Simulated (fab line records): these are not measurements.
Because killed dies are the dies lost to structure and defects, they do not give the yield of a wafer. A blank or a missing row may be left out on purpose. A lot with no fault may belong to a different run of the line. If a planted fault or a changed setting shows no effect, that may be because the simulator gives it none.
A lot that was struck, set against a sound lot :: flow n5_finfet :: 22 steps out of a route of 1938
Sound: these wafers, L966.1, L966.2, L966.3. The struck wafers were L953.1, L953.3, L953.4. The cause comes at the end.
Per side, at each step with rows, come the tool, then ch with its chambers, and then its first start. Under that, the readings that differ: sound wafers :: struck wafers :: difference of the means :: sigmas: that difference in standard deviations of wafers without a fault.
alike: a reading whose means differ by less than 2 such deviations, as well as words and numbers matching on both sides. not compared: withheld readings; readings where some wafer has no value; bounds like >300 that might hide an equal value; numbers whose values overlap and for which the record gives no deviation.
The two part at a step that has a row with sigmas, a row that says differs or no value, or rows on one side only. Numbers that have no deviation but don't overlap get no sigmas and don't part them. A reading missing from all wafers of one side parts the sides only when that side holds two or more wafers.

first, 10 steps without rows for these wafers: N5_WELL_APT_DESCUM_30 (chemistry O2, time 7.9 s); N5_WELL_APT_IMPLANT_31; N5_WELL_APT_IMPLANT_32; N5_WELL_APT_STRIP_33 (strips in SPM, time 900 s); N5_WELL_APT_RTA_34 (time 10 s); N5_WELL_APT_OXIDE_STRIP_42 (strips SiO2 in dHF, time 45 s, target depth 12 nm); N5_WELL_APT_PRECLEAN_36 (cleans in O3/DIW, time 45 s); N5_WELL_APT_PRECLEAN_39 (cleans in dHF, time 60 s); N5_WELL_APT_SRD_37 (time 30 s); N5_WELL_APT_EPI_41 (deposits Si from SiH4/H2, target thk 50 nm, time 297.7 s).
N5_PMOS_HMC_CHANNEL_EPI_HM_DEP_34: deposits SiO2 from TEOS/O2, target thk 36 nm, time 6.9 s.
  sound on pecvd-03 ch 0,1,2, day 7 11:10; struck on pecvd-02 ch 1,2, day 4 04:43
  alike: heater_power_w, showerhead_plenum_p_Torr, throttle_valve_pct
then, 7 steps without rows for these wafers: N5_PMOS_HMC_CHANNEL_EPI_COAT_31 (time 60 s, resist thk 66 nm); N5_PMOS_HMC_CHANNEL_EPI_COAT_03 (resist thk 205 nm); N5_PMOS_HMC_CHANNEL_EPI_EBR_05; N5_PMOS_HMC_CHANNEL_EPI_SOFTBAKE_04 (time 60 s); N5_PMOS_HMC_CHANNEL_EPI_EXPOSE_06 (exposes mask PMOS HMC BLK, target cd 240 nm); N5_PMOS_HMC_CHANNEL_EPI_PEB_07 (peb time 60 s); N5_PMOS_HMC_CHANNEL_EPI_DEVELOP_08 (develop time 30 s).
N5_PMOS_HMC_CHANNEL_EPI_INSPECT_11: inspects for defects (macro).
  sound: defect_inspect-01 at day 7 11:38; struck: defect_inspect-01 at day 4 05:10
reading: raw_defect_count
sound: 1 1 1
struck: >300 >300 >300
difference: differs
sigmas: 
then, 1 step without rows for these wafers: N5_PMOS_HMC_CHANNEL_EPI_DESCUM_14 (chemistry O2, time 7.9 s).
-- record jumps: 7 days separate the struck wafers' starts on either side; left off in module PMOS_HMC_CHANNEL_EPI, taken up again in module BEOL_M4, whose first shown step is the route's number 1111 --
N5_BEOL_M4_RC_MEAS_101:
  sound on prober-01 ch 0, day 13 19:11; struck on prober-01 ch 0, day 10 22:06
  alike: DIBL_N, DIBL_P, IOFF_N, IOFF_P, ION_N, ION_P, SS_N, SS_P, VT_N, VT_P
-- a jump in the record: the struck wafers' starts before and after are 4 days apart (it breaks off in module BEOL_M4 and resumes in module PASSIVATION, where the first step shown is number 1936 of the route) --
N5_PASSIVATION_PROBE_49:
  only the struck wafers here have rows in the record (prober-01, day 15 03:49); the sound ones have none

WHERE THEY PART
First at N5_PMOS_HMC_CHANNEL_EPI_INSPECT_11; last, within this record, at N5_PASSIVATION_PROBE_49.

WHY: the cause the simulator had injected
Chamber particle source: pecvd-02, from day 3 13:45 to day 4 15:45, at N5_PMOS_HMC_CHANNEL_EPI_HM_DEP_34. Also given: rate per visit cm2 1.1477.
